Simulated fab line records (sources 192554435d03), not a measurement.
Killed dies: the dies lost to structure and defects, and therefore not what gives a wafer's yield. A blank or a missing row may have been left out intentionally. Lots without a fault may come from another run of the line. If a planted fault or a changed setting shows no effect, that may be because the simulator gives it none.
Which tool was responsible? ; flow n5 finfet ; 9 lots with 27 wafers sampled at 5 steps, on a route of 1938 steps

== WHAT THE GAUGES READ, wafer by wafer ==
N5_HKMG_FIN_CD_MEAS_12: the cd target is 92.8 nm. Usual: 92.6 nm for cd nm, sd 0.48.
lot;measured;on;cd nm (nm);flag
L444;day 4 03:50;cd sem-02;93.4 92.5 92.2;
L446;day 4 15:08;cd sem-03;92.5 92.7 92.3;
L447;day 4 21:13;cd sem-03;92.9 93.4 92.6;
L452;day 6 07:07;cd sem-01;91.9 92.2 92.7;
L454;day 6 19:22;cd sem-01;92.4 92.3 92.6;
L457;day 7 11:11;cd sem-02;92.8 92.8 92.9;
L458;day 7 18:59;cd sem-01;92.3 92.7 92.2;
L466;day 10 00:24;cd sem-01;92.8 92.8 91.9;
L467;day 10 03:44;cd sem-02;92.2 93.7 92.8;

N5_BEOL_M4_RC_MEAS_101. Usual: DIBL_N 35.7 mV/V, standard deviation 1.3; DIBL_P 35.4 mV/V, standard deviation 1.8; IOFF_N 0.152 nA/um, standard deviation 0.027; IOFF_N_85C 3.0 nA/um, standard deviation 0.44; IOFF_N_LIN 0.071 nA/um, standard deviation 0.01; IOFF_N_LONG 5.5e-05 nA/um, standard deviation 3.5e-06; IOFF_P 0.20 nA/um, standard deviation 0.034; IOFF_P_85C 3.5 nA/um, standard deviation 0.49; IOFF_P_LIN 0.097 nA/um, standard deviation 0.013; IOFF_P_LONG 0.000104 nA/um, standard deviation 1e-05; ION_N 672 uA/um, standard deviation 9.8; ION_P 461 uA/um, standard deviation 7.5; SS_N 71.4 mV/dec, standard deviation 0.55; SS_P 73.1 mV/dec, standard deviation 0.61; VT_N 251 mV, standard deviation 3.3; VT_N_LONG 275.3 mV, standard deviation 2.4; VT_N_LVT 100 mV, standard deviation 3.2; VT_P -251 mV, standard deviation 3.6; VT_P_LONG -276 mV, standard deviation 3.4; VT_P_LVT -100 mV, standard deviation 3.2.
lot;measured;on;DIBL_N (mV/V);DIBL_P (mV/V);IOFF_N (nA/um);IOFF_N_85C (nA/um);IOFF_N_LIN (nA/um);IOFF_N_LONG (nA/um);IOFF_P (nA/um);IOFF_P_85C (nA/um);IOFF_P_LIN (nA/um);IOFF_P_LONG (nA/um);ION_N (uA/um);ION_P (uA/um);SS_N (mV/dec);SS_P (mV/dec);VT_N (mV);VT_N_LONG (mV);VT_N_LVT (mV);VT_P (mV);VT_P_LONG (mV);VT_P_LVT (mV);flag
L444;day 7 18:44;prober-02;37.2 35.0 35.2;39.2 38.2 36.6;0.199 0.160 0.161;3.8 3.1 3.1;0.090 0.077 0.078;5.8e-05 5.8e-05 5.8e-05;0.27 0.24 0.22;4.4 4.1 3.8;0.120 0.114 0.107;0.000114 0.000114 0.00011;681 672 684;469 465 467;72.2 71.1 71.0;74.2 73.9 73.7;247 248 248;274.4 272.4 272.4;94 97 96;-244 -246 -247;-271 -272 -273;-95 -95 -96;
L446;day 8 11:07;prober-01;38.6 34.7 34.8;38.5 32.9 34.2;0.217 0.139 0.144;4.1 2.8 2.9;0.094 0.067 0.069;5.6e-05 5.7e-05 5.5e-05;0.30 0.21 0.22;4.8 3.6 3.9;0.126 0.099 0.106;0.000117 0.000116 0.000116;674 671 673;468 463 460;72.4 71.0 71.6;74.4 72.9 73.5;248 251 251;274.6 276.2 276.3;98 103 102;-244 -249 -248;-269 -273 -271;-97 -101 -100;
L447;day 8 13:11;prober-02;34.3 34.6 33.5;36.0 34.9 35.0;0.149 0.144 0.146;3.0 2.9 2.9;0.069 0.066 0.068;5.5e-05 5.5e-05 5.5e-05;0.18 0.17 0.17;3.3 3.0 3.2;0.085 0.081 0.085;9.8e-05 9.4e-05 9.6e-05;676 664 670;457 455 459;70.9 71.6 70.7;72.8 72.0 73.0;252 254 251;275.8 275.1 272.8;99 100 98;-255 -253 -252;-275 -279 -278;-102 -103 -101;
L452;day 10 02:28;prober-02;33.7 35.1 33.6;32.3 34.0 32.7;0.114 0.131 0.112;2.3 2.6 2.3;0.055 0.061 0.055;5.1e-05 5.1e-05 5.1e-05;0.16 0.19 0.17;3.0 3.4 3.1;0.081 0.092 0.084;9.9e-05 0.000101 0.000105;666 674 666;458 463 467;70.7 71.6 72.0;72.2 72.7 72.5;256 255 255;278.4 276.7 275.8;105 104 106;-253 -253 -255;-277 -279 -277;-104 -102 -103;
L454;day 10 11:20;prober-02;37.7 35.7 34.8;38.4 35.6 34.8;0.186 0.148 0.139;3.5 2.9 2.8;0.084 0.069 0.067;5.5e-05 5.7e-05 5.6e-05;0.26 0.22 0.21;4.4 3.9 3.8;0.117 0.106 0.104;0.000114 0.000113 0.000114;680 662 677;466 463 465;72.5 71.3 70.7;74.4 73.1 73.3;250 250 250;272.6 274.3 275.2;95 99 97;-245 -248 -248;-274 -273 -273;-94 -95 -96;
L457;day 11 01:20;prober-02;34.1 35.7 36.3;33.8 35.6 36.0;0.021 0.025 0.026;0.6 0.7 0.7;0.010 0.012 0.012;2.2e-05 2.3e-05 2.3e-05;0.26 0.29 0.30;4.2 4.7 4.8;0.126 0.137 0.142;0.000141 0.00014 0.000142;552 566 556;469 473 472;71.3 72.0 71.7;72.5 72.6 73.2;302 302 302;328.6 328.4 327.4;157 152 152;-240 -242 -241;-265 -264 -260;-94 -92 -92;OFF
L458;day 11 20:35;prober-01;36.5 36.3 35.8;35.6 37.1 35.7;0.028 0.029 0.027;0.7 0.8 0.7;0.012 0.014 0.012;2.6e-05 2.5e-05 2.5e-05;0.33 0.37 0.32;5.3 5.7 5.1;0.155 0.168 0.151;0.000161 0.00016 0.000157;562 562 557;480 484 480;71.5 71.2 71.9;73.4 72.8 72.5;301 299 299;321.2 326.0 322.0;150 147 149;-239 -234 -236;-260 -259 -259;-88 -87 -88;OFF
L466;day 13 20:10;prober-01;34.3 36.4 35.3;34.6 36.6 35.2;0.123 0.150 0.124;2.5 2.9 2.5;0.060 0.070 0.059;5.2e-05 5.2e-05 5.2e-05;0.18 0.20 0.17;3.1 3.5 3.1;0.087 0.094 0.083;0.000101 0.000105 9.7e-05;663 673 667;458 464 456;71.2 71.5 71.2;72.0 73.5 72.7;253 250 253;276.1 272.7 276.6;104 101 103;-252 -250 -251;-276 -280 -279;-101 -101 -103;
L467;day 14 06:29;prober-02;34.8 33.8 35.4;33.5 32.4 34.7;0.121 0.104 0.132;2.5 2.2 2.7;0.058 0.051 0.063;5.4e-05 5.3e-05 5.3e-05;0.19 0.17 0.20;3.2 3.0 3.5;0.092 0.088 0.098;0.000106 0.000109 0.000109;674 653 668;459 457 467;70.5 70.8 71.3;73.0 72.3 73.0;254 259 252;278.0 274.5 277.6;103 105 103;-252 -253 -249;-272 -274 -270;-101 -101 -101;

== EACH LOT AND THE TOOL THAT RAN IT (in order: tool; ch and the chambers of the sampled wafers; start) ==
lot;N5_HKMG_FIN_ETCH_86;N5_HKMG_FIN_ALD_71;N5_HKMG_FIN_STRIP_69
L444;rie diel-01 ch 1,3, day 4 05:17;ald metal-02 ch 0,2,3, day 4 06:01;plasma asher-02 ch 0, day 4 06:43
L446;rie diel-05 ch 0,1, day 4 16:32;ald metal-04 ch 0,1,3, day 4 17:16;plasma asher-02 ch 0,1, day 4 17:59
L447;rie diel-06 ch 0,1, day 4 23:01;ald metal-02 ch 0,2,3, day 4 23:45;plasma asher-01 ch 0,1, day 5 00:27
L452;rie diel-01 ch 1,2,3, day 6 08:33;ald metal-03 ch 0,2,3, day 6 09:17;plasma asher-02 ch 0, day 6 10:10
L454;rie diel-01 ch 0,2, day 6 20:59;ald metal-02 ch 0,1,3, day 6 21:47;plasma asher-02 ch 0,1, day 6 22:29
L457;rie diel-01 ch 0,1,3, day 7 12:35;ald metal-02 ch 0,1,3, day 7 13:19;plasma asher-02 ch 0, day 7 14:01
L458;rie diel-01 ch 0,3, day 7 20:23;ald metal-03 ch 2,3, day 7 21:07;plasma asher-01 ch 0,1, day 7 21:49
L466;rie diel-05 ch 0,2,3, day 10 01:50;ald metal-04 ch 0,2,3, day 10 02:34;plasma asher-01 ch 0, day 10 03:26
L467;rie diel-01 ch 1,2,3, day 10 05:10;ald metal-02 ch 0,1,2, day 10 05:53;plasma asher-01 ch 1, day 10 06:35
- N5_HKMG_FIN_ETCH_86: etches SOC in N2/H2, stops on TiN, target depth 393.2 nm.
- N5_HKMG_FIN_ALD_71: deposits TiN, target thk 1 nm, pulse time 1 s, purge time 3 s.
- N5_HKMG_FIN_STRIP_69: strips in N2/H2, time 360 s.

== WHAT THE TOOLS THEMSELVES READ (means of the sampled wafers that have a number; where no wafer has one, the mark that the record gives instead) ==
N5_HKMG_FIN_ETCH_86. Usual: drypump motor current A 5.6 A, standard deviation 0.42; oes product au 0.80 a.u., standard deviation 0.086; rf vpp V 240.7 V, standard deviation 1.3; showerhead plenum p Torr 2.55 Torr, standard deviation 0.086; throttle valve pct 17.83 %, standard deviation 0.26.
lot;tool;drypump motor current A (A);oes product au (a.u.);rf vpp V (V);showerhead plenum p Torr (Torr);throttle valve pct (%);flag
L444;rie diel-01;5.5;0.80;240.2;2.49;17.61;
L446;rie diel-05;5.7;0.85;240.6;2.53;17.63;
L447;rie diel-06;5.3;0.89;243.0;2.70;17.81;
L452;rie diel-01;5.5;0.77;240.6;2.48;17.72;
L454;rie diel-01;5.6;0.75;239.9;2.48;17.88;
L457;rie diel-01;5.7;0.74;239.9;2.50;17.90;
L458;rie diel-01;5.9;0.73;240.2;2.50;18.00;
L466;rie diel-05;5.4;0.84;240.1;2.54;17.70;
L467;rie diel-01;5.4;0.74;239.6;2.46;17.76;

N5_HKMG_FIN_ALD_71. Usual: chamber pressure Torr 3.000 Torr, standard deviation 0.0066; heater power w 856 W, standard deviation 70; precursor pulse height rel 1.000, standard deviation 0.021.
lot;tool;chamber pressure Torr (Torr);heater power w (W);precursor pulse height rel;flag
L444;ald metal-02;3.001;781;1.012;
L446;ald metal-04;3.006;886;1.013;
L447;ald metal-02;3.004;793;1.002;
L452;ald metal-03;3.002;838;1.003;
L454;ald metal-02;3.001;814;0.993;
L457;ald metal-02;-;-;-;OFF
L458;ald metal-03;-;-;-;OFF
L466;ald metal-04;3.000;909;0.984;
L467;ald metal-02;3.000;861;0.994;

N5_HKMG_FIN_STRIP_69. Usual: drypump motor current A 5.5 A, standard deviation 0.48; heater power w 448 W, standard deviation 87; temp c 300.01 C, standard deviation 0.2.
lot;tool;drypump motor current A (A);heater power w (W);temp c (C);flag
L444;plasma asher-02;5.7;520;300.09;
L446;plasma asher-02;5.9;386;299.97;
L447;plasma asher-01;5.0;478;299.95;
L452;plasma asher-02;5.7;530;300.11;
L454;plasma asher-02;5.8;455;299.90;
L457;plasma asher-02;5.7;517;300.09;
L458;plasma asher-01;5.0;477;299.94;
L466;plasma asher-01;5.1;450;299.84;
L467;plasma asher-01;4.7;521;299.82;

== THE ANSWER, worked out from the rows above alone ==
Rule: a lot counts as off when the mean over its wafers that have a number is more than 3 standard deviations away from the usual mean. Also off: a lot with no number at a reading for which 4 or more lots have one. Where the step has rows for the other lots, those lots are counted as sound. The gauges are gone through in route order, then the tools' own readings, and for those a lot's mean is taken as printed above. The first step at which some lot is off is used, and at that step the reading that is off furthest; a lot without a number counts as furthest.
Off: L457, L458, seen at N5_BEOL_M4_RC_MEAS_101 (VT_N_LONG).
A tool fits if, at a process step before that reading, it ran every lot that is off, and no sound lot after the first of them. Not tried: the gauges at N5_BEOL_M4_RC_MEAS_101; whatever is off there is also off at N5_HKMG_FIN_ALD_71, on other tools, and gauge error can't account for it. None of those tried fits.

== WHAT THE SIMULATOR PUT IN ==
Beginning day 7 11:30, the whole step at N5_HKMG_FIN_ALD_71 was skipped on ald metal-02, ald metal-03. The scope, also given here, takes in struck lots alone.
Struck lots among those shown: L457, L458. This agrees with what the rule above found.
